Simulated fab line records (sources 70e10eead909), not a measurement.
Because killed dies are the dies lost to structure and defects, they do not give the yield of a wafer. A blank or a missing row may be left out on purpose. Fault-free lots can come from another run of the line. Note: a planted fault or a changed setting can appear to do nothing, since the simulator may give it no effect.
Which tool did it? / flow nand_harc / 12 lots, 36 wafers sampled, at 5 steps of a route of 1302

WHAT EACH GAUGE READ, for each wafer
NHARC_P_M1_CD_MEAS_09 targets a cd of 130 nm.
lot=L955; measured=day 6 17:24; on=cd_sem-01; cd_nm (nm)=129.2 129.1 130.5
lot=L956; measured=day 7 08:35; on=cd_sem-01; cd_nm (nm)=129.6 129.9 131.5
lot=L959; measured=day 8 06:16; on=cd_sem-03; cd_nm (nm)=131.1 130.9 130.7
lot=L958; measured=day 8 07:07; on=cd_sem-03; cd_nm (nm)=131.0 129.9 130.5
lot=L960; measured=day 8 17:35; on=cd_sem-03; cd_nm (nm)=130.6 131.7 129.9
lot=L961; measured=day 9 06:14; on=cd_sem-02; cd_nm (nm)=130.0 130.0 130.3
lot=L964; measured=day 10 10:13; on=cd_sem-02; cd_nm (nm)=129.8 130.6 131.5
lot=L965; measured=day 11 00:13; on=cd_sem-02; cd_nm (nm)=130.3 130.4 129.7
lot=L966; measured=day 11 04:37; on=cd_sem-02; cd_nm (nm)=129.6 129.6 129.2
lot=L967; measured=day 11 13:58; on=cd_sem-01; cd_nm (nm)=130.9 129.5 129.8
lot=L974; measured=day 14 09:11; on=cd_sem-02; cd_nm (nm)=131.5 130.7 129.8
lot=L977; measured=day 15 22:52; on=cd_sem-03; cd_nm (nm)=130.9 132.0 129.7

NHARC_END_SORT_01.
lot=L955; measured=day 24 21:10; on=prober-01; defect_limited_yield (%)=90.4 91.9 91.7; killed_at_array=51 42 47; killed_at_other=3 5 0; killed_at_periphery=11 8 9; killed_dies=65 55 56; killed_open=6 3 5; killed_short=1 1 0; sort_bin_2_pct (%)=3.5 2.2 3.5; sort_bin_3_pct (%)=0.9 0.4 0.4; sort_bin_4_pct (%)=5.2 5.5 4.3; sort_n_pass=612 622 621; sort_rim_yield_pct (%)=97 96 98; sort_yield_pct (%)=90.4 91.9 91.7
lot=L959; measured=day 26 16:55; on=prober-02; defect_limited_yield (%)=91.1 94.4 92.2; killed_at_array=60 38 53; killed_at_other=0 0 0; killed_at_periphery=0 0 0; killed_dies=60 38 53; killed_open=5 1 6; killed_short=5 2 1; sort_bin_2_pct (%)=3.1 2.4 1.6; sort_bin_3_pct (%)=0.7 0.4 0.3; sort_bin_4_pct (%)=5.0 2.8 5.9; sort_n_pass=617 639 624; sort_rim_yield_pct (%)=98 98 97; sort_yield_pct (%)=91.1 94.4 92.2
lot=L974; measured=day 32 07:22; on=prober-01; defect_limited_yield (%)=96.5 94.7 95.6; killed_at_array=23 33 27; killed_at_other=1 0 0; killed_at_periphery=0 3 3; killed_dies=24 36 30; killed_open=3 3 5; killed_short=1 5 0; sort_bin_2_pct (%)=0.7 1.9 0.9; sort_bin_3_pct (%)=0.3 0.3 0; sort_bin_4_pct (%)=2.5 3.1 3.5; sort_n_pass=653 641 647; sort_rim_yield_pct (%)=99 93 99; sort_yield_pct (%)=96.5 94.7 95.6
lot=L977; measured=day 34 14:29; on=prober-01; defect_limited_yield (%)=90.5 89.8 93.4; killed_at_array=61 66 36; killed_at_other=0 1 2; killed_at_periphery=3 2 7; killed_dies=64 69 45; killed_open=4 7 8; killed_short=3 4 2; sort_bin_2_pct (%)=3.2 3.7 2.7; sort_bin_3_pct (%)=0.9 0.7 0.6; sort_bin_4_pct (%)=5.3 5.8 3.4; sort_n_pass=613 608 632; sort_rim_yield_pct (%)=89 88 89; sort_yield_pct (%)=90.5 89.8 93.4

WHICH TOOL RAN EACH LOT (tool, then ch and the chambers of the sampled wafers, then the start)
lot=L955; NHARC_P_M0_ETCH_34=rie_diel-13 ch 0,2,3, day 6 13:35; NHARC_P_M0_PRE_CLEAN_31=pecvd-02 ch 0,2, day 6 16:02; NHARC_P_M1_SOFTBAKE_04=litho_track-04 ch 0, day 6 17:00
lot=L956; NHARC_P_M0_ETCH_34=rie_diel-04 ch 0,2,3, day 7 04:47; NHARC_P_M0_PRE_CLEAN_31=pecvd-01 ch 0,1, day 7 07:16; NHARC_P_M1_SOFTBAKE_04=litho_track-04 ch 0, day 7 08:00
lot=L959; NHARC_P_M0_ETCH_34=rie_diel-05 ch 0,1,3, day 8 02:35; NHARC_P_M0_PRE_CLEAN_31=pecvd-01 ch 0,1,2, day 8 05:06; NHARC_P_M1_SOFTBAKE_04=litho_track-04 ch 0, day 8 05:00
lot=L958; NHARC_P_M0_ETCH_34=rie_diel-05 ch 0,2,3, day 8 03:11; NHARC_P_M0_PRE_CLEAN_31=pecvd-02 ch 0,2, day 8 05:49; NHARC_P_M1_SOFTBAKE_04=litho_track-06 ch 0, day 8 06:00
lot=L960; NHARC_P_M0_ETCH_34=rie_diel-05 ch 1,2,3, day 8 13:55; NHARC_P_M0_PRE_CLEAN_31=pecvd-02 ch 0,1,2, day 8 16:23; NHARC_P_M1_SOFTBAKE_04=litho_track-01 ch 0, day 8 17:00
lot=L961; NHARC_P_M0_ETCH_34=rie_diel-13 ch 0,1,3, day 9 02:29; NHARC_P_M0_PRE_CLEAN_31=pecvd-02 ch 0,1,2, day 9 04:58; NHARC_P_M1_SOFTBAKE_04=litho_track-06 ch 0, day 9 05:00
lot=L964; NHARC_P_M0_ETCH_34=rie_diel-04 ch 0,3, day 10 06:14; NHARC_P_M0_PRE_CLEAN_31=pecvd-01 ch 1,2, day 10 08:45; NHARC_P_M1_SOFTBAKE_04=litho_track-01 ch 0, day 10 09:00
lot=L965; NHARC_P_M0_ETCH_34=rie_diel-13 ch 1,2,3, day 10 19:33; NHARC_P_M0_PRE_CLEAN_31=pecvd-04 ch 0,1,2, day 10 22:55; NHARC_P_M1_SOFTBAKE_04=litho_track-06 ch 0, day 10 23:00
lot=L966; NHARC_P_M0_ETCH_34=rie_diel-04 ch 0,1, day 11 00:46; NHARC_P_M0_PRE_CLEAN_31=pecvd-01 ch 0,2, day 11 03:26; NHARC_P_M1_SOFTBAKE_04=litho_track-04 ch 0, day 11 04:00
lot=L967; NHARC_P_M0_ETCH_34=rie_diel-13 ch 1,2,3, day 11 10:12; NHARC_P_M0_PRE_CLEAN_31=pecvd-02 ch 0,1, day 11 12:38; NHARC_P_M1_SOFTBAKE_04=litho_track-06 ch 0, day 11 13:00
lot=L974; NHARC_P_M0_ETCH_34=rie_diel-05 ch 1,3, day 14 05:31; NHARC_P_M0_PRE_CLEAN_31=pecvd-02 ch 0,1,2, day 14 08:01; NHARC_P_M1_SOFTBAKE_04=litho_track-01 ch 0, day 14 08:00
lot=L977; NHARC_P_M0_ETCH_34=rie_diel-04 ch 1,2, day 15 18:56; NHARC_P_M0_PRE_CLEAN_31=pecvd-01 ch 0,1, day 15 21:34; NHARC_P_M1_SOFTBAKE_04=litho_track-01 ch 0, day 15 22:00
- NHARC_P_M0_ETCH_34: etches the open film in N2/H2, target depth 40 nm, overetch 12 nm, time 43.94 s.
- NHARC_P_M0_PRE_CLEAN_31: time 12 s.
- NHARC_P_M1_SOFTBAKE_04: time 55 s.

WHAT THE TOOLS THEMSELVES READ (means of the sampled wafers that have a number; where no wafer has one, the mark that the record gives instead)
NHARC_P_M0_ETCH_34.
lot=L955; tool=rie_diel-13; drypump_motor_current_A (A)=5.3; oes_product_au (a.u.)=1.009; rf_vpp_V (V)=433.6; showerhead_plenum_p_Torr (Torr)=2.14; throttle_valve_pct (%)=14.169
lot=L956; tool=rie_diel-04; drypump_motor_current_A (A)=5.8; oes_product_au (a.u.)=1.011; rf_vpp_V (V)=430.9; showerhead_plenum_p_Torr (Torr)=2.03; throttle_valve_pct (%)=14.176
lot=L959; tool=rie_diel-05; drypump_motor_current_A (A)=5.9; oes_product_au (a.u.)=0.987; rf_vpp_V (V)=427.3; showerhead_plenum_p_Torr (Torr)=1.93; throttle_valve_pct (%)=14.176
lot=L958; tool=rie_diel-05; drypump_motor_current_A (A)=5.5; oes_product_au (a.u.)=0.994; rf_vpp_V (V)=427.5; showerhead_plenum_p_Torr (Torr)=1.94; throttle_valve_pct (%)=14.170
lot=L960; tool=rie_diel-05; drypump_motor_current_A (A)=5.6; oes_product_au (a.u.)=0.987; rf_vpp_V (V)=427.0; showerhead_plenum_p_Torr (Torr)=1.94; throttle_valve_pct (%)=14.180
lot=L961; tool=rie_diel-13; drypump_motor_current_A (A)=5.6; oes_product_au (a.u.)=1.005; rf_vpp_V (V)=430.8; showerhead_plenum_p_Torr (Torr)=2.06; throttle_valve_pct (%)=14.168
lot=L964; tool=rie_diel-04; drypump_motor_current_A (A)=6.0; oes_product_au (a.u.)=1.006; rf_vpp_V (V)=430.3; showerhead_plenum_p_Torr (Torr)=2.04; throttle_valve_pct (%)=14.172
lot=L965; tool=rie_diel-13; drypump_motor_current_A (A)=5.4; oes_product_au (a.u.)=1.016; rf_vpp_V (V)=430.5; showerhead_plenum_p_Torr (Torr)=2.08; throttle_valve_pct (%)=14.175
lot=L966; tool=rie_diel-04; drypump_motor_current_A (A)=5.5; oes_product_au (a.u.)=0.999; rf_vpp_V (V)=431.7; showerhead_plenum_p_Torr (Torr)=2.08; throttle_valve_pct (%)=14.172
lot=L967; tool=rie_diel-13; drypump_motor_current_A (A)=5.4; oes_product_au (a.u.)=1.003; rf_vpp_V (V)=431.6; showerhead_plenum_p_Torr (Torr)=2.08; throttle_valve_pct (%)=14.175
lot=L974; tool=rie_diel-05; drypump_motor_current_A (A)=5.7; oes_product_au (a.u.)=1.019; rf_vpp_V (V)=428.3; showerhead_plenum_p_Torr (Torr)=1.96; throttle_valve_pct (%)=14.174
lot=L977; tool=rie_diel-04; drypump_motor_current_A (A)=5.5; oes_product_au (a.u.)=0.995; rf_vpp_V (V)=428.9; showerhead_plenum_p_Torr (Torr)=1.98; throttle_valve_pct (%)=14.168

NHARC_P_M0_PRE_CLEAN_31.
lot=L955; tool=pecvd-02; heater_power_w (W)=651
lot=L956; tool=pecvd-01; heater_power_w (W)=683
lot=L959; tool=pecvd-01; heater_power_w (W)=726
lot=L958; tool=pecvd-02; heater_power_w (W)=615
lot=L960; tool=pecvd-02; heater_power_w (W)=638
lot=L961; tool=pecvd-02; heater_power_w (W)=630
lot=L964; tool=pecvd-01; heater_power_w (W)=803
lot=L965; tool=pecvd-04; heater_power_w (W)=623
lot=L966; tool=pecvd-01; heater_power_w (W)=704
lot=L967; tool=pecvd-02; heater_power_w (W)=653
lot=L974; tool=pecvd-02; heater_power_w (W)=633
lot=L977; tool=pecvd-01; heater_power_w (W)=713

NHARC_P_M1_SOFTBAKE_04.
lot=L955; tool=litho_track-04; heater_power_total_W (W)=188.46; resist_line_temp_C (C)=23.03
lot=L956; tool=litho_track-04; heater_power_total_W (W)=188.56; resist_line_temp_C (C)=23.13
lot=L959; tool=litho_track-04; heater_power_total_W (W)=188.42; resist_line_temp_C (C)=23.12
lot=L958; tool=litho_track-06; heater_power_total_W (W)=188.45; resist_line_temp_C (C)=22.94
lot=L960; tool=litho_track-01; heater_power_total_W (W)=188.35; resist_line_temp_C (C)=22.95
lot=L961; tool=litho_track-06; heater_power_total_W (W)=188.38; resist_line_temp_C (C)=22.98
lot=L964; tool=litho_track-01; heater_power_total_W (W)=188.52; resist_line_temp_C (C)=23.09
lot=L965; tool=litho_track-06; heater_power_total_W (W)=188.43; resist_line_temp_C (C)=23.17
lot=L966; tool=litho_track-04; heater_power_total_W (W)=188.42; resist_line_temp_C (C)=23.07
lot=L967; tool=litho_track-06; heater_power_total_W (W)=188.51; resist_line_temp_C (C)=22.85
lot=L974; tool=litho_track-01; heater_power_total_W (W)=180.06; resist_line_temp_C (C)=22.91
lot=L977; tool=litho_track-01; heater_power_total_W (W)=180.14; resist_line_temp_C (C)=23.04

THE ANSWER, worked out from the rows above alone
Rule: the usual values come from the lots themselves. The widest of any qualifying gaps counts: lots, ordered by their means at a reading, are off when they make up no more than a third of the lots, leave a main group of 4 or more, and stand apart from it by 3 or more times the standard deviation of that group's means. Not used: any main group whose means are identical at the precision the tables above print for the reading. Also off: a lot with no number at a reading for which 4 or more lots have one. The other lots that the step has rows for count as sound. Order of review: gauges by route order, followed by the tools' own readings, for which a lot's mean as printed above is used. The first step at which some lot is off is used, and at that step the reading that is off furthest; a lot without a number counts as furthest.
Off: L974, L977 (NHARC_P_M1_SOFTBAKE_04, heater_power_total_W). For the main group the mean is 188.45 W and the standard deviation 0.061.
A tool fits if, at that step or a process step before it, it ran every lot that is off, and no sound lot after the first of them. One fits: NHARC_P_M1_SOFTBAKE_04 on litho_track-01. A fault onset in the window from L964 (day 10 09:00, its last sound lot) to L974 (day 14 08:00, its first lot off) fits.
The tool's own readings at NHARC_P_M1_SOFTBAKE_04 bear it out: on the lots that are off they differ by more than 5 times the standard deviation of the sound lots' means. heater_power_total_W reads 180.10 W there against 188.45 W on the sound lots.

WHAT THE SIMULATOR HAD PUT IN
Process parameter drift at NHARC_P_M1_SOFTBAKE_04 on litho_track-01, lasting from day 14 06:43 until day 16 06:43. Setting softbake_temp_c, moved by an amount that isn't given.
Struck lots among those shown: L974, L977. This agrees with what the rule above found.
